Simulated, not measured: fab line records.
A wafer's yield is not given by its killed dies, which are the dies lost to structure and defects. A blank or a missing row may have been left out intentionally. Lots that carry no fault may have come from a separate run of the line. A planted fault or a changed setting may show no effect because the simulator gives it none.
8D (eight disciplines) problem report, filled in by code -- flow nand_harc -- the parts of the form that need people (team, actions taken, sign-off) are left out

1. WHAT WENT WRONG
Wafers with no fault read 61 with a standard deviation of 16, whereas killed_dies at NHARC_END_SORT_01 reads a mean of 470 on 1 wafer of 1 lot. Relative to the usual mean, that is a shift of +26 standard deviations.
The first sign was on wafer L602.1 at day 29 12:08, on prober-01. The record holds 3 wafers of 1 lot with a number at this step. By rule, "out" or "out of limits" means more than 4 standard deviations away from the usual mean. All remaining wafers that have a number are taken as sound.

2. WHAT THIS IS AND IS NOT
question,is,is not
which readings at this step,"killed_dies, killed_at_array","killed_at_other, killed_at_periphery, killed_open, killed_short"
which lots,L602,-
which wafers of those lots,L602.1,"L602.4, L602.5"
read on which gauges,prober-01,-
when,from day 29 12:08,up to then (0 sound wafers); but 2 sound wafers of L602 came after

3. WHAT RULES OUT EACH SUSPECT
Counting: a tool at a process step up to the reading stays a suspect if it ran every lot that is out. Sound lots after the first of them don't rule it out here, since some wafers of a struck lot are sound.
- the gauge at NHARC_END_SORT_01: ruled out. All the wafers that are out were read on prober-01, but those of them that NHARC_A_STAIRCASE_TRIM_24 has rows for are out there too, on other tools.
- plasma_asher-02 at NHARC_A_STAIRCASE_STRIP_171 (strips in O2): kept. It ran the lot that is out, L602 (day 20 05:57).
- rie_diel-12 at NHARC_A_STAIRCASE_TRIM_14 (chemistry O2, time 211.2 s): kept. It ran the lot that is out, L602 (day 20 09:24). With no start given for some of its lots, NHARC_A_STAIRCASE_TRIM_14 uses the hours and lot order of NHARC_A_STAIRCASE_TRIM_24.
- rie_diel-12 at NHARC_A_STAIRCASE_ETCH_15 (etches the open film in C4F8/O2, target depth 100 nm, time 40.5 s): kept. It ran the lot that is out, L602 (day 20 09:24). With no start given for some of its lots, NHARC_A_STAIRCASE_ETCH_15 uses the hours and lot order of NHARC_A_STAIRCASE_TRIM_24.
- rie_diel-07 at NHARC_A_STAIRCASE_TRIM_24 (chemistry O2, time 211.2 s): kept. It ran the lot that is out, L602 (day 20 09:24). Its own readings are out on those wafers: run_length_s.
- Within plasma_asher-02 at NHARC_A_STAIRCASE_STRIP_171, the wafers that are out were processed in chamber 0 and their sound lot-mates in chamber 1.
- Within rie_diel-12 at NHARC_A_STAIRCASE_ETCH_15, the wafers that are out were processed in chamber 3 and their sound lot-mates in chamber 2.
- rie_diel-07, NHARC_A_STAIRCASE_TRIM_24: wafers that are out in chamber 0, sound lot-mates in chambers 2, 3.
Left after counting: plasma_asher-02 at NHARC_A_STAIRCASE_STRIP_171, rie_diel-12 at NHARC_A_STAIRCASE_TRIM_14, rie_diel-12 at NHARC_A_STAIRCASE_ETCH_15, rie_diel-07 at NHARC_A_STAIRCASE_TRIM_24.

4. THE CAUSE (what the simulator had put in)
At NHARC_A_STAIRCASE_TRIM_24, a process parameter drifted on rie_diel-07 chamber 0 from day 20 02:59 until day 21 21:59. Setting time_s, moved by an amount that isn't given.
This tool is one of the 4 suspects left after counting.

5. THE EFFECT CHAIN, in route order
Each row: a reading where the mean over the struck wafers with a number is more than 3 standard deviations away from the usual. Only readings whose record carries a usual standard deviation are examined. hours: median over the lots of the time between each lot's start at the first step of this table that gives one and its start at this step. sigmas: the change, counted in usual standard deviations.
hours,step,reading,usual,on struck wafers,change,sigmas
0,NHARC_A_STAIRCASE_TRIM_24,run_length_s,232.7 s,172.9,-59.8,-98
219,NHARC_END_SORT_01,killed_at_array,56,466,+410,+24
219,NHARC_END_SORT_01,killed_dies,61,470,+409,+26
Process steps it contains:
- NHARC_A_STAIRCASE_TRIM_24: chemistry O2, time 211.2 s.

6. WHAT WOULD HAVE CAUGHT IT SOONER
Counted from the fault's start at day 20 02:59, it took 225 hours until the first out-of-limits reading at a measuring or inspecting step in this record, taken at day 29 12:08.
The tool's own readings at NHARC_A_STAIRCASE_TRIM_24 were out on every struck wafer that the step has a row for (run_length_s): an alarm limit on them would have fired on the first of those.
By day 29 12:08 the whole set of lots that are out, 1 in number, had already begun NHARC_A_STAIRCASE_TRIM_24 on rie_diel-07. Tool hold at that time: it would have spared none of them.
